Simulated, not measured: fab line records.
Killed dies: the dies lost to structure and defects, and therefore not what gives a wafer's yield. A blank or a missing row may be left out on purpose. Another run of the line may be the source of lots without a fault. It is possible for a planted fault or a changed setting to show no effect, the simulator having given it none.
fab line records    flow n5Finfet    part 2 of 2: steps 5 to 6 of 6
[record] lots = 23  wafers = 69  lastDay = 21
route steps=1938 shown GATE_CUT@488 MOL_CONTACT_COAG@530
lots untouched by any fault: they come from a run of this same line in which no faults occurred
startH: hours from the record's opening day to when the first of the lot's shown wafers began    waitH: how many hours have passed since the lot's step before this one    " the same as in the row above    L1.1+2: a row that stands for several wafers    - no value present, or no start provided    * or withheld: withheld    < > ~ a bound
route shown NAME@n: a module of which the file shows steps, and the number in the route of the first    usual: average and standard deviation across the fault-free wafers    same: alike in all rows    chamber/n: place in a boat    sites: per-site readings    _std_site: how widely they spread, as a standard deviation    _edge_site: inner sites' mean taken away from outer sites' mean    radiusMm: for every site, how far away it sits from the centre of the wafer    mask NAME#n: copy n    behind: the tool/chamber that last shaped the wafer    hold: the reason the lot was held/the length of the hold in hours/how it ended    device: names the non-switching transistor (n, p or np)    end of line: tests run on the same wafers once the route is complete    a step without rows: its recipe alone    killed: count of dies lost to structure and defects at first sort (not the wafer's yield)    map: a wafer's dies, x killed, . not, _ none there
set.NAME: setting as actually run; set.NAME@STEP: the setting as run at that earlier step    model.NAME: the simulator's own value behind a step, which no gauge read
one table for each step of the route and one row for each wafer, over a sample of lots
services: from which hour (startH, from the record's first day; less than 0 if before it) a tool's chamber was out of use, for how many hours, and why
[[steps]]
[step N5_MOL_CONTACT_COAG_ETCH_89]
[recipe] chemistry = N2/H2  target = underlayer  targetDepthA = 130  maskMaterial = CAR-EUV  timeS = 10.4  ionEnergyEv = 200  pressureMtorr = 30  sourceW = 840  biasW = 150  n2FlowSccm = 200  h2FlowSccm = 200  ends = cleared
[usual] drypumpMotorCurrentA = 5.68/0.21  etchRfOnTimeS = 10.5/0.35  oesProductAu = 0.66/0.065  rfVppV = 523.9/2.4  showerheadPlenumPTorr = 2.53/0.086  throttleValvePct = 17.90/0.23
lot.wafer  tool        chamber  startH  waitH  drypumpMotorCurrentA  etchRfOnTimeS  oesProductAu  rfHoursCounterH  rfVppV  showerheadPlenumPTorr  throttleValvePct
L074.1     rieDiel-04  1        94.99   0.0    6.00                  10.1           0.61          235              522.3   2.51                   18.18
L074.4     "           2        "       "      5.42                  10.6           0.60          -                525.5   2.64                   18.02
L074.6     "           0        "       "      5.86                  10.2           0.60          -                523.8   2.49                   18.13
L075.2     rieDiel-04  2        100.97  0.0    5.42                  10.6           0.60          209              525.3   2.64                   18.03
L075.3     "           3        "       "      5.23                  10.7           0.64          139              529.0   2.66                   18.21
L075.4     "           0        "       "      5.86                  10.2           0.60          244              524.0   2.49                   18.14
L076.2     rieDiel-03  3        113.55  0.0    5.66                  10.8           0.68          104              520.9   2.43                   17.55
L076.4     "           2        "       "      5.93                  10.8           0.63          151              527.2   2.64                   17.82
L076.6     "           2        "       "      5.98                  10.7           0.64          -                526.8   2.65                   17.83
L077.2     rieDiel-04  3        115.65  0.0    5.24                  10.7           0.64          142              526.8   2.66                   18.22
L077.3     "           2        "       "      5.40                  10.6           0.60          213              525.2   2.64                   18.03
L077.5     "           0        "       "      5.86                  10.2           0.61          -                522.6   2.49                   18.14
L078.2     rieDiel-03  3        120.68  0.0    5.69                  10.6           0.68          107              521.5   2.43                   17.54
L078.4     "           0        "       "      5.55                  10.0           0.62          -                522.8   2.50                   17.74
L078.5     "           3        "       "      5.66                  10.7           0.69          -                521.9   2.43                   17.54
L080.2     rieDiel-03  1        138.46  0.0    5.83                  10.4           0.70          94               522.0   2.45                   17.92
L080.4     "           3        "       "      5.64                  10.8           0.68          110              521.6   2.43                   17.57
L080.5     "           2        "       "      5.92                  10.8           0.63          -                526.7   2.64                   17.84
L079.4     rieDiel-03  3        139.07  0.0    5.64                  10.8           0.69          110              519.7   2.43                   17.57
L079.5     "           0        "       "      5.55                  10.2           0.63          -                522.7   2.50                   17.76
L079.6     "           3        "       "      5.66                  10.8           0.68          -                521.8   2.43                   17.56
L082.3     rieDiel-04  2        141.93  0.0    5.44                  10.4           0.60          221              526.9   2.64                   18.05
L082.4     "           2        "       "      5.42                  10.4           0.60          -                526.9   2.64                   18.04
L082.6     "           1        "       "      5.90                  9.8            0.61          -                523.5   2.51                   18.21
L081.3     rieDiel-03  2        142.61  0.0    5.98                  10.8           0.63          154              528.2   2.64                   17.83
L081.5     "           3        "       "      5.65                  10.8           0.69          -                521.0   2.43                   17.54
L081.6     "           0        "       "      5.54                  10.3           0.62          -                524.5   2.50                   17.76
L083.2     rieDiel-01  1        149.41  0.0    5.53                  10.1           0.75          53               528.1   2.69                   17.89
L083.3     "           2        "       "      5.65                  10.9           0.64          147              524.1   2.55                   18.33
L083.6     "           3        "       "      5.86                  10.8           0.58          -                523.8   2.51                   17.89
L084.1     rieDiel-04  3        159.29  0.0    5.23                  10.6           0.64          158              528.9   2.65                   18.23
L084.4     "           3        "       "      5.23                  10.6           0.63          -                526.6   2.65                   18.24
L084.5     "           0        "       "      5.86                  10.0           0.84          -                522.1   2.48                   17.70
L085.2     rieDiel-01  1        167.41  0.0    5.56                  10.3           0.73          61               528.9   2.68                   17.90
L085.3     "           2        "       "      5.63                  11.2           0.63          155              524.5   2.55                   18.34
L085.4     "           0        "       "      5.72                  10.3           0.72          83               522.7   2.47                   17.76
L087.1     rieDiel-03  2        173.08  0.0    5.95                  10.8           0.62          166              526.7   2.64                   17.86
L087.2     "           0        "       "      5.54                  10.4           0.61          197              523.5   2.50                   17.75
L087.6     "           0        "       "      5.54                  10.4           0.61          -                524.2   2.50                   17.76
L088.2     rieDiel-03  2        179.78  0.0    6.01                  10.8           0.62          169              526.5   2.64                   17.85
L088.5     "           3        "       "      5.67                  10.7           0.67          -                523.4   2.42                   17.58
L088.6     "           2        "       "      5.97                  10.8           0.62          -                526.0   2.64                   17.86
L089.1     rieDiel-01  1        187.20  0.0    5.56                  10.3           0.72          68               528.4   2.68                   17.91
L089.2     "           0        "       "      5.78                  10.3           0.71          91               521.9   2.47                   17.79
L089.4     "           3        "       "      5.86                  11.0           0.57          248              522.5   2.50                   17.91
L090.3     rieDiel-04  1        197.99  0.0    5.93                  10.0           0.83          8                524.1   2.50                   17.68
L090.4     "           2        "       "      5.39                  10.7           0.58          245              526.0   2.63                   18.09
L090.6     "           0        "       "      5.89                  10.2           0.80          -                522.4   2.48                   17.74
L091.3     rieDiel-03  1        201.32  0.0    5.77                  10.5           0.67          117              521.3   2.44                   17.96
L091.4     "           0        "       "      5.55                  10.4           0.59          209              522.1   2.49                   17.78
L091.5     "           3        "       "      5.64                  10.9           0.66          -                520.2   2.42                   17.62
L092.2     rieDiel-03  2        205.58  0.0    6.00                  10.9           0.62          178              527.6   2.63                   17.86
L092.3     "           3        "       "      5.66                  11.0           0.66          136              522.8   2.42                   17.62
L092.5     "           2        "       "      5.94                  10.9           0.62          -                527.4   2.63                   17.88
L093.2     rieDiel-04  1        211.14  0.0    5.89                  10.0           0.82          14               522.2   2.50                   17.71
L093.3     "           3        "       "      5.23                  10.7           0.61          180              526.6   2.64                   18.29
L093.6     "           0        "       "      5.86                  10.1           0.78          -                521.1   2.48                   17.77
L094.2     rieDiel-03  1        222.24  0.0    5.77                  10.4           0.68          126              521.0   2.44                   17.98
L094.3     "           3        "       "      5.65                  11.0           0.65          143              521.7   2.42                   17.61
L094.4     "           2        "       "      5.95                  10.9           0.61          185              526.6   2.63                   17.91
L095.1     rieDiel-03  0        225.94  0.0    5.54                  10.1           0.60          217              522.8   2.49                   17.80
L095.2     "           2        "       "      5.98                  10.8           0.61          186              525.3   2.63                   17.90
L095.6     "           3        "       "      5.68                  11.0           0.65          -                520.9   2.41                   17.61
L096.1     rieDiel-01  2        229.71  0.0    5.64                  11.1           0.61          180              523.0   2.54                   18.40
L096.2     "           3        "       "      5.87                  10.6           0.81          4                523.6   2.50                   17.49
L096.5     "           2        "       "      5.64                  11.1           0.61          -                523.7   2.54                   18.39
L097.4     rieDiel-04  1        235.62  0.0    5.89                  10.0           0.81          20               524.0   2.50                   17.72
L097.5     "           0        "       "      5.88                  10.2           0.77          -                522.4   2.47                   17.77
L097.6     "           3        "       "      5.26                  10.8           0.61          -                526.5   2.64                   18.30
[step N5_MOL_CONTACT_COAG_ETCH_47]
[recipe] chemistry = CH3F/O2  target = SiNx  targetDepthA = 270  maskMaterial = SiO2  stopOn = W  overEtchFrac = 0.2  ionEnergyEv = 120  endpoint = OES-CN  pressureMtorr = 30  sourceW = 395  biasW = 73  Ar_flow_sccm = 150  CH3F_flow_sccm = 30  O2_flow_sccm = 20  ends = endPoint
[usual] CH3F_flow_sccm = 29.97/0.091  drypumpMotorCurrentA = 5.67/0.21  etchRfOnTimeS = 31.4/0.74  oesProductAu = 0.70/0.076  rfVppV = 300/11  showerheadPlenumPTorr = 2.00/0.061  throttleValvePct = 16.41/0.2
lot.wafer  tool        chamber  startH  waitH  CH3F_flow_sccm  drypumpMotorCurrentA  etchRfOnTimeS  oesProductAu  rfHoursCounterH  rfVppV  showerheadPlenumPTorr  throttleValvePct
L074.1     rieDiel-04  2        95.70   0.0    30.03           5.42                  31.8           0.63          208              303     2.06                   16.40
L074.4     "           2        "       "      29.94           5.39                  31.5           0.64          -                305     2.06                   16.40
L074.6     "           1        "       "      29.87           5.90                  31.2           0.63          -                303     1.95                   16.45
L075.2     rieDiel-03  2        101.53  0.0    29.87           5.96                  31.7           0.68          146              298     2.08                   16.36
L075.3     "           0        "       "      29.96           5.51                  30.3           0.66          175              286     1.99                   16.36
L075.4     "           1        "       "      30.21           5.76                  31.8           0.73          -                283     1.95                   16.48
L076.2     rieDiel-01  3        114.14  0.0    29.93           5.88                  32.3           0.62          223              308     1.96                   16.27
L076.4     "           0        "       "      29.88           5.74                  31.3           0.76          66               281     1.95                   16.24
L076.6     "           3        "       "      29.79           5.86                  32.5           0.62          -                307     1.96                   16.27
L077.2     rieDiel-04  3        116.38  0.0    30.07           5.23                  31.5           0.68          142              303     2.06                   16.57
L077.3     "           2        "       "      29.93           5.39                  32.0           0.63          213              305     2.06                   16.40
L077.5     "           1        "       "      29.86           5.89                  31.1           0.62          -                302     1.94                   16.48
L078.2     rieDiel-04  1        121.23  0.0    29.98           5.91                  31.1           0.62          242              300     1.94                   16.47
L078.4     "           2        "       "      29.90           5.40                  31.7           0.63          214              304     2.06                   16.41
L078.5     "           1        "       "      30.02           5.92                  30.9           0.62          -                304     1.94                   16.47
L080.2     rieDiel-01  1        139.00  0.0    29.95           5.56                  30.6           0.78          48               319     2.11                   16.32
L080.4     "           3        "       "      29.97           5.87                  32.3           0.62          229              309     1.96                   16.27
L080.5     "           0        "       "      30.01           5.77                  30.7           0.76          -                280     1.95                   16.25
L079.4     rieDiel-01  2        139.72  0.0    30.05           5.62                  31.5           0.69          143              310     2.01                   16.73
L079.5     "           1        "       "      30.00           5.53                  30.3           0.78          -                317     2.11                   16.32
L079.6     "           2        "       "      30.00           5.62                  32.0           0.68          -                309     2.01                   16.72
L082.3     rieDiel-03  3        142.48  0.0    29.77           5.68                  32.9           0.71          111              290     1.93                   16.27
L082.4     "           1        "       "      29.96           5.77                  31.7           0.73          95               284     1.94                   16.50
L082.6     "           2        "       "      30.01           5.95                  32.2           0.67          -                297     2.08                   16.41
L081.3     rieDiel-04  3        143.18  0.0    29.81           5.22                  31.4           0.67          151              305     2.06                   16.59
L081.5     "           2        "       "      29.97           5.39                  31.6           0.62          -                303     2.06                   16.42
L081.6     "           3        "       "      29.84           5.24                  31.3           0.67          -                305     2.06                   16.58
L083.2     rieDiel-01  2        150.62  0.0    30.09           5.63                  32.0           0.69          148              309     2.00                   16.74
L083.3     "           1        "       "      29.92           5.53                  30.8           0.78          53               317     2.11                   16.32
L083.6     "           2        "       "      29.93           5.62                  32.0           0.68          -                310     2.00                   16.72
L084.1     rieDiel-01  0        159.85  0.0    29.89           5.72                  31.1           0.76          80               283     1.94                   16.26
L084.4     "           3        "       "      30.12           5.86                  32.6           0.61          238              308     1.96                   16.27
L084.5     "           3        "       "      29.97           5.86                  32.5           0.60          -                310     1.96                   16.29
L085.2     rieDiel-04  0        168.07  0.0    29.88           5.85                  30.4           0.86          9                301     1.96                   16.30
L085.3     "           3        "       "      29.94           5.23                  31.4           0.68          162              304     2.06                   16.61
L085.4     "           3        "       "      29.93           5.23                  31.4           0.67          -                304     2.06                   16.60
L087.1     rieDiel-01  2        173.62  0.0    29.93           5.64                  32.5           0.67          158              309     2.00                   16.75
L087.2     "           3        "       "      30.05           5.85                  32.6           0.61          243              309     1.96                   16.29
L087.6     "           1        "       "      29.89           5.54                  30.6           0.76          -                319     2.11                   16.33
L088.2     rieDiel-01  3        180.33  0.0    30.07           5.83                  32.0           0.61          245              308     1.96                   16.31
L088.5     "           1        "       "      30.10           5.55                  30.5           0.76          -                318     2.11                   16.35
L088.6     "           2        "       "      30.10           5.63                  31.9           0.66          -                310     2.00                   16.76
L089.1     rieDiel-04  0        187.87  0.0    29.99           5.89                  30.3           0.83          18               301     1.96                   16.33
L089.2     "           2        "       "      30.01           5.41                  32.2           0.62          241              305     2.05                   16.44
L089.4     "           3        "       "      30.16           5.24                  31.3           0.66          171              302     2.05                   16.61
L090.3     rieDiel-04  0        198.53  0.0    29.89           5.84                  30.8           0.81          21               301     1.95                   16.35
L090.4     "           3        "       "      30.01           5.22                  32.0           0.65          174              305     2.05                   16.62
L090.6     "           2        "       "      29.80           5.43                  32.0           0.61          -                303     2.05                   16.47
L091.3     rieDiel-01  1        201.86  0.0    30.05           5.59                  30.1           0.74          74               317     2.10                   16.36
L091.4     "           0        "       "      29.94           5.72                  30.8           0.74          -                281     1.94                   16.30
L091.5     "           2        "       "      30.06           5.66                  32.4           0.66          -                307     2.00                   16.77
L092.2     rieDiel-03  1        206.19  0.0    30.06           5.77                  31.1           0.70          119              284     1.94                   16.54
L092.3     "           0        "       "      30.03           5.51                  30.9           0.62          211              285     1.98                   16.43
L092.5     "           0        "       "      30.05           5.52                  31.1           0.63          -                286     1.98                   16.44
L093.2     rieDiel-04  1        211.68  0.0    29.94           5.89                  30.9           0.83          14               301     1.94                   15.97
L093.3     "           3        "       "      29.90           5.24                  31.9           0.65          180              304     2.05                   16.63
L093.6     "           1        "       "      29.87           5.90                  30.9           0.83          -                301     1.94                   15.97
L094.2     rieDiel-03  3        222.86  0.0    30.04           5.69                  33.0           0.68          143              292     1.92                   16.34
L094.3     "           1        "       "      30.18           5.78                  31.5           0.70          126              284     1.93                   16.55
L094.4     "           2        "       "      29.98           5.97                  32.4           0.65          186              296     2.07                   16.45
L095.1     rieDiel-01  0        226.49  0.0    29.92           5.75                  31.1           0.73          109              280     1.93                   16.32
L095.2     "           1        "       "      29.92           5.54                  30.5           0.74          86               318     2.10                   16.38
L095.6     "           3        "       "      29.88           5.86                  31.4           0.86          -                308     1.95                   15.84
L096.1     rieDiel-04  2        230.25  0.0    29.91           5.42                  30.3           0.89          2                304     2.05                   16.04
L096.2     "           1        "       "      30.06           5.88                  30.7           0.83          19               302     1.93                   15.98
L096.5     "           3        "       "      30.19           5.24                  32.0           0.65          -                305     2.05                   16.63
L097.4     rieDiel-03  3        236.16  0.0    30.03           5.64                  32.5           0.68          147              290     1.92                   16.34
L097.5     "           0        "       "      30.08           5.54                  31.2           0.61          -                286     1.97                   16.45
L097.6     "           3        "       "      30.01           5.64                  32.6           0.68          -                290     1.92                   16.32
[[services]]
tool        chamber  startH  hours  kind
cmp-03      -        70.76   1.3    repair
rieDiel-03  3        73.73   36.7   repair
cmp-02      -        87.25   5.0    pm
cmp-04      -        93.06   0.5    repair
rieDiel-04  3        94.76   1.6    repair
rieDiel-01  -        114.20  2.8    pm
rieDiel-03  2        115.16  18.1   repair
cmp-04      -        115.41  4.0    pm
cmp-04      -        126.54  5.1    pm
rieDiel-04  0        128.41  -      clean
rieDiel-04  0        128.41  -      consumableReplace:focusRing
rieDiel-04  0        128.41  18.3   scheduledDown
rieDiel-04  0        128.41  18.3   ventCycle
rieDiel-04  1        146.94  -      clean
rieDiel-04  1        146.94  -      consumableReplace:focusRing
rieDiel-04  1        146.94  28.4   scheduledDown
rieDiel-04  1        146.94  28.4   ventCycle
cmp-02      -        168.43  4.0    pm
cmp-04      -        172.27  0.4    repair
cmp-03      -        183.47  7.5    pm
rieDiel-03  0        206.78  4.0    repair
cmp-02      -        208.11  4.1    repair
cmp-03      -        228.22  1.7    repair
cmp-02      -        231.78  2.4    repair
